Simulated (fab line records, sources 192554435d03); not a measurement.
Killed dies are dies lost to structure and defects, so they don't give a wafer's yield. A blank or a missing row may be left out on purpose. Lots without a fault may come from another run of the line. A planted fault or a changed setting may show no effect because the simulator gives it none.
Chamber matching | flow n5_finfet | N5_BEOL_M0_CUTY_ETCH_62 on rie_diel-04: 4 sister chambers
The step etches SiARC in CF4, time 58.5 s. 8 wafers are shown with their chamber, then 11 later ones without.

WAFERS WITH THEIR CHAMBER
wafer  | chamber | drypump_motor_current_A (A) | throttle_valve_pct (%)
L083.3 | 0       | 5.1                         | 15.92
L086.3 | 1       | 6.3                         | 15.54
L086.5 | 1       | 6.3                         | 15.54
L086.6 | 2       | 5.7                         | 15.50
L087.1 | 0       | 5.1                         | 15.93
L087.2 | 2       | 5.7                         | 15.50
L087.6 | 3       | 5.7                         | 15.73
L092.3 | 3       | 5.6                         | 15.75

WAFERS WITHOUT THEIR CHAMBER
wafer  | drypump_motor_current_A (A) | throttle_valve_pct (%)
L092.5 | 5.7                         | 15.53
L092.6 | 5.6                         | 15.76
L094.1 | 5.1                         | 15.43
L094.3 | 5.6                         | 15.76
L094.4 | 5.1                         | 15.41
L095.1 | 5.7                         | 15.77
L095.3 | 5.1                         | 15.43
L095.6 | 5.1                         | 15.43
L096.1 | 5.6                         | 15.78
L096.5 | 5.1                         | 15.42
L096.6 | 5.7                         | 15.56

WHICH CHAMBER EACH WENT THROUGH
wafer  | from the rows above | in truth
L092.5 | 2                   | 2
L092.6 | 3                   | 3
L094.1 | 2                   | 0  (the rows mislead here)
L094.3 | 3                   | 3
L094.4 | 2                   | 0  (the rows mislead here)
L095.1 | 3                   | 3
L095.3 | 2                   | 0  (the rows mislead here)
L095.6 | 2                   | 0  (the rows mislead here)
L096.1 | 3                   | 3
L096.5 | 2                   | 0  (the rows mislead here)
L096.6 | 2                   | 2
Placed correctly: 6 of 11. Can't be placed from these rows: 0. Placed wrongly: 5.
How it was worked out, from the rows above alone: a wafer's distance from a chamber is the root of the sum, over the readings, of the square of ((its reading less the chamber's mean) divided by the reading's scatter). The wafer belongs to the nearest chamber; if the next one is less than 2 further off, it can't be placed. A chamber's mean is the mean of its shown wafers. The scatter: the root of (the sum of the squares of (reading less its chamber's mean) over the shown wafers, divided by (wafers less chambers)).
